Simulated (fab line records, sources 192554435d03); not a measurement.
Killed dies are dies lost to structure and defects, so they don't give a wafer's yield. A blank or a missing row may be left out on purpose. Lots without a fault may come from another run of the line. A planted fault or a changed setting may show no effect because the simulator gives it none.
Split-lot experiment | flow n5_finfet | 7 lots, 39 wafers read, on a route of 1938 steps

THE SPLIT
At N5_BEOL_M8_TRENCH_ETCH_37 (etches SiCOH lowk in C4F6/O2, target depth 93.478 nm, time 31.2 s), the setting target_depth_a was moved away from the recipe's 934.78 angstrom on 12 of the 39 wafers read, by -43.3% to +45.6%. The other wafers ran this setting at the recipe's value.

FROM THE SPLIT TO THE READING: what the file shows between them, 8 steps
- N5_BEOL_M8_ETCH_41: etches SiCN in CH3F/O2, target depth 31.9 nm, time 57.8 s
- N5_BEOL_M8_STRIP_80: strips in N2/H2, time 10 s
- N5_BEOL_M8_OCD_MEAS_38
- N5_BEOL_M8_HM_STRIP_39: strips TiN in peroxide tin strip, target depth 25 nm, time 158 s
- N5_BEOL_M8_SRD_40: time 30 s
- N5_BEOL_M8_ECD_50: material Cu, target thk 300 nm
- N5_BEOL_M8_ANNEAL_51: time 90 s
- N5_BEOL_M8_CMP_52: polishes, stops on SiCOH lowk, t overpolish 6.9 s, target thk 80 nm

THE READING
M8_THK, in nm, at N5_BEOL_M8_THK_MEAS_53 (measures by xrf). Fault-free wafers of this fab line usually give 80.7 nm, standard deviation 2.7 nm.

wafer  | tool, chamber at the split | target_depth_a as run, angstrom | against the recipe | M8_THK, nm | against lot-mates on the recipe
L074.3 | rie_diel-04, 3             | 934.78                          | recipe             | 84.8       | -
L074.4 | rie_diel-04, 1             | 934.78                          | recipe             | 84.5       | -
L074.5 | rie_diel-04, 2             | 934.78                          | recipe             | 82.0       | -
L077.1 | rie_diel-03, 2             | 934.78                          | recipe             | 76.2       | -
L077.2 | rie_diel-03, 3             | 934.78                          | recipe             | 80.1       | -
L077.3 | rie_diel-03, 0             | 934.78                          | recipe             | 81.7       | -
L077.4 | rie_diel-03, 1             | 934.78                          | recipe             | 79.4       | -
L077.5 | rie_diel-03, 0             | 934.78                          | recipe             | 79.7       | -
L077.6 | rie_diel-03, 1             | 934.78                          | recipe             | 80.2       | -
L078.1 | rie_diel-03, 2             | 934.78                          | recipe             | 77.1       | -
L078.2 | rie_diel-03, 1             | 934.78                          | recipe             | 77.6       | -
L078.3 | rie_diel-03, 3             | 934.78                          | recipe             | 80.6       | -
L078.4 | rie_diel-03, 0             | 934.78                          | recipe             | 78.7       | -
L078.5 | rie_diel-03, 0             | 934.78                          | recipe             | 80.3       | -
L078.6 | rie_diel-03, 3             | 934.78                          | recipe             | 79.0       | -
L081.1 | rie_diel-02, 0             | 934.78                          | recipe             | 83.4       | -
L081.2 | rie_diel-02, 1             | 934.78                          | recipe             | 81.0       | -
L081.3 | rie_diel-02, 3             | 1127                            | +20.6%             | 100.6      | +16.8
L081.4 | rie_diel-02, 2             | 934.78                          | recipe             | 87.1       | -
L081.5 | rie_diel-02, 0             | 1127                            | +20.6%             | 101.3      | +17.5
L081.6 | rie_diel-02, 1             | 1127                            | +20.6%             | 101.8      | +18.0
L088.1 | rie_diel-04, 1             | 530.1                           | -43.3%             | 39.7       | -42.2
L088.2 | rie_diel-04, 3             | 934.78                          | recipe             | 82.3       | -
L088.3 | rie_diel-04, 2             | 530.1                           | -43.3%             | 39.4       | -42.5
L088.4 | rie_diel-04, 0             | 934.78                          | recipe             | 82.1       | -
L088.5 | rie_diel-04, 0             | 934.78                          | recipe             | 81.2       | -
L088.6 | rie_diel-04, 3             | 530.1                           | -43.3%             | 41.1       | -40.8
L092.1 | rie_diel-03, 1             | 1361                            | +45.6%             | 117.6      | +39.4
L092.2 | rie_diel-03, 2             | 1361                            | +45.6%             | 120.2      | +42.0
L092.3 | rie_diel-03, 3             | 934.78                          | recipe             | 77.9       | -
L092.4 | rie_diel-03, 0             | 1361                            | +45.6%             | 126.3      | +48.1
L092.5 | rie_diel-03, 1             | 934.78                          | recipe             | 77.6       | -
L092.6 | rie_diel-03, 2             | 934.78                          | recipe             | 79.1       | -
L087.1 | rie_diel-03, 2             | 562.3                           | -39.8%             | 41.3       | -37.1
L087.2 | rie_diel-03, 1             | 934.78                          | recipe             | 76.5       | -
L087.3 | rie_diel-03, 0             | 934.78                          | recipe             | 80.4       | -
L087.4 | rie_diel-03, 3             | 934.78                          | recipe             | 78.4       | -
L087.5 | rie_diel-03, 3             | 562.3                           | -39.8%             | 40.5       | -37.9
L087.6 | rie_diel-03, 2             | 562.3                           | -39.8%             | 41.9       | -36.5

THE FIT
A straight line over all 39 wafers: M8_THK changes by +0.939 nm for each +1% of target_depth_a; r = +0.99; the points scatter about the line by 2.6 nm.
The same after taking each lot's own level away (the mean of its wafers on the recipe; 39 wafers): +0.941 nm for each +1%; r = +1.00; scatter 1.8 nm.
On that fit, the largest move of target_depth_a shifts the reading by 43 nm.
The lots' own levels span 78.20 to 83.83 nm, that is 2.1 times the standard deviation above.
So the lot-to-lot level changes the slope little: the two slopes agree.
Check: with one of the wafers moved furthest among these (+45.6%) left out of the fit, the line predicts +43.3 nm for it against its lot-mates. It came out at +39.4 nm against them.

OTHER SPLITS ON THESE WAFERS
These wafers also went through other splits before the reading. Each is held against what the fit with the lots' levels taken away leaves over:
other split on the same wafers    | wafers away from the commonest value | r with M8_THK (lot level and that fit taken away)
N5_BEOL_M5_HM_DEP_02 target_thk_a | 15                                   | -0.13

THE WHOLE CHAIN: every reading that the file lists as answering this split, in the file's order
step                      | what it does                                                        | reading                                                                          | change (the file's fit)                                                              | r (the file's)
N5_BEOL_M8_TRENCH_ETCH_37 | etches SiCOH lowk in C4F6/O2, target depth 93.478 nm, time 31.2 s   | BEOL_M8.feature_depth_nm (the simulator's own value, which no gauge read)        | +0.937 nm for each +1% of the setting                                                | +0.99
N5_BEOL_M8_TRENCH_ETCH_37 | etches SiCOH lowk in C4F6/O2, target depth 93.478 nm, time 31.2 s   | etch.depth_nm (the simulator's own value, which no gauge read)                   | +0.937 nm for each +1% of the setting                                                | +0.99
N5_BEOL_M8_TRENCH_ETCH_37 | etches SiCOH lowk in C4F6/O2, target depth 93.478 nm, time 31.2 s   | TiN_of_BEOL_M8_HM_DEP_02.thk_nm (the simulator's own value, which no gauge read) | -0.0269 nm for each +1% of the setting                                               | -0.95
N5_BEOL_M8_OCD_MEAS_38    |                                                                     | trench_depth_nm                                                                  | +0.934 nm for each +1% of the setting                                                | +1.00
N5_BEOL_M8_CMP_52         | polishes, stops on SiCOH lowk, t overpolish 6.9 s, target thk 80 nm | Cu_of_BEOL_M8_ECD_50.thk_nm (the simulator's own value, which no gauge read)     | +0.944 nm for each +1% of the setting                                                | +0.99
N5_BEOL_M8_THK_MEAS_53    | measures by xrf                                                     | M8_THK                                                                           | +0.942 for each +1% of the setting                                                   | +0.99
N5_BEOL_M8_RS_MEAS_57     | measures by four-point-probe                                        | M8_RS                                                                            | not straight: 0.669 at the lowest setting, 0.285 at the recipe, 0.177 at the highest | not given

THE FILE'S OWN FIT
M8_THK changes by +0.942 nm for each +1% of target_depth_a, r = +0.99.
